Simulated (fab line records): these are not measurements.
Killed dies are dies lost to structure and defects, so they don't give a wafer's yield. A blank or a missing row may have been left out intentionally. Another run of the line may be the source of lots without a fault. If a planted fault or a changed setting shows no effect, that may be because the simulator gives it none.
Split-lot study -- flow n5Finfet -- 21 wafers read across 7 lots, on a route 1938 steps long

SPLIT DETAILS
At N5_BEOL_M6_DESCUM_33 (chemistry O2, time 7 s), the setting timeS was moved away from the recipe's 7 s on 8 of the 21 wafers read, by -15.1% to +10.1%. This setting was run at the recipe's value on the other wafers.

The split's own step is where the reading is taken.

THE READING
CAR-EUV_of_BEOL_M6_COAT_22.thkNm (the simulator's own value, which no gauge read), in nm, at N5_BEOL_M6_DESCUM_33 (chemistry O2, time 7 s). No usual value for it is given in the file. Here, 13 wafers ran the recipe; their average is 26.1 nm with a standard deviation of 0.1 nm.

wafer,"tool, chamber at the split","timeS as run, s",against the recipe,"CAR-EUV_of_BEOL_M6_COAT_22.thkNm, nm",against lot-mates on the recipe
L075.2,"rieDiel-05, 1",7,recipe,26,-
L075.3,"rieDiel-05, 0,3",6.165,-11.9%,26.4,+0.4
L075.5,"rieDiel-05, 0,3",6.165,-11.9%,26.4,+0.4
L085.1,"rieDiel-06, 3",6.566,-6.2%,26.4,+0.3
L085.4,"rieDiel-06, 0",7,recipe,26,-
L085.6,"rieDiel-06, 3",7,recipe,26.2,-
L084.3,"rieDiel-06, 1,2",7,recipe,26.2,-
L084.6,"rieDiel-06, 1,2",7,recipe,26.2,-
L084.5,"rieDiel-06, 1",7,recipe,26,-
L090.3,"rieDiel-06, 0",7,recipe,26,-
L090.4,"rieDiel-06, 3,1",7,recipe,26.2,-
L090.5,"rieDiel-06, 3,1",7,recipe,26.2,-
L093.3,"rieDiel-02, 1,0",7,recipe,26.2,-
L093.5,"rieDiel-02, 1,0",7,recipe,26.2,-
L093.4,"rieDiel-02, 2",7.64,+9.1%,26,-0.2
L096.2,"rieDiel-05, 2",7.71,+10.1%,25.6,-0.4
L096.3,"rieDiel-05, 3",7.71,+10.1%,25.8,-0.2
L096.5,"rieDiel-05, 3",7,recipe,26,-
L092.1,"rieDiel-06, 1,2",5.94,-15.1%,26.6,+0.6
L092.3,"rieDiel-06, 1,2",5.94,-15.1%,26.6,+0.6
L092.4,"rieDiel-06, 0",7,recipe,26,-
The file does not say which wafer passed through which chamber wherever a row lists several chambers: such a row stands for several wafers.

THE FIT
A straight line over all 21 wafers: CAR-EUV_of_BEOL_M6_COAT_22.thkNm changes by -0.0308 nm for each +1% of timeS; r = -0.90; the points scatter about the line by 0.11 nm.
The same after taking each lot's own level away (the mean of its wafers on the recipe; 21 wafers): -0.0344 nm for each +1%; r = -0.95; scatter 0.08 nm.
That fit puts the effect of the largest move of timeS on the reading at 0.52 nm.
Across the lots, their own levels run from 26.00 to 26.20 nm, a range of 2.0 times the standard deviation given above.
So the lot-to-lot level changes the slope: the two fits differ.
Check: with one of the wafers moved furthest among these (-15.1%) left out of the fit, the line predicts +0.524 nm for it against its lot-mates. It came out at +0.6 nm against them.

THE OTHER SPLITS THESE WAFERS WENT THROUGH
Before the reading, these wafers also passed through other splits. Each is held against what the fit with the lots' levels taken away leaves over:
other split on the same wafers,wafers away from the commonest value,r with CAR-EUV_of_BEOL_M6_COAT_22.thkNm (lot level and that fit taken away)
N5_BEOL_M0_SAQP_SPACER2_ALD_26 targetThkA,4,+0.05
N5_BEOL_M0_SAQP_COAT_69 spinRpm,7,+0.20
N5_BEOL_M1_PECVD_72 timeS,6,-0.42
N5_BEOL_M2_ALD_98 aldCycles,8,-0.15
N5_BEOL_M2_TRENCH_ETCH_37 sourceW,11,-0.20
N5_BEOL_M3_COAT_22 spinRpm,8,-0.06
N5_BEOL_M5_TRENCH_ETCH_37 sourceW,7,+0.09

THE FILE'S OWN FIT
CAR-EUV_of_BEOL_M6_COAT_22.thkNm changes by -0.0345 nm for each +1% of timeS, r = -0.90.
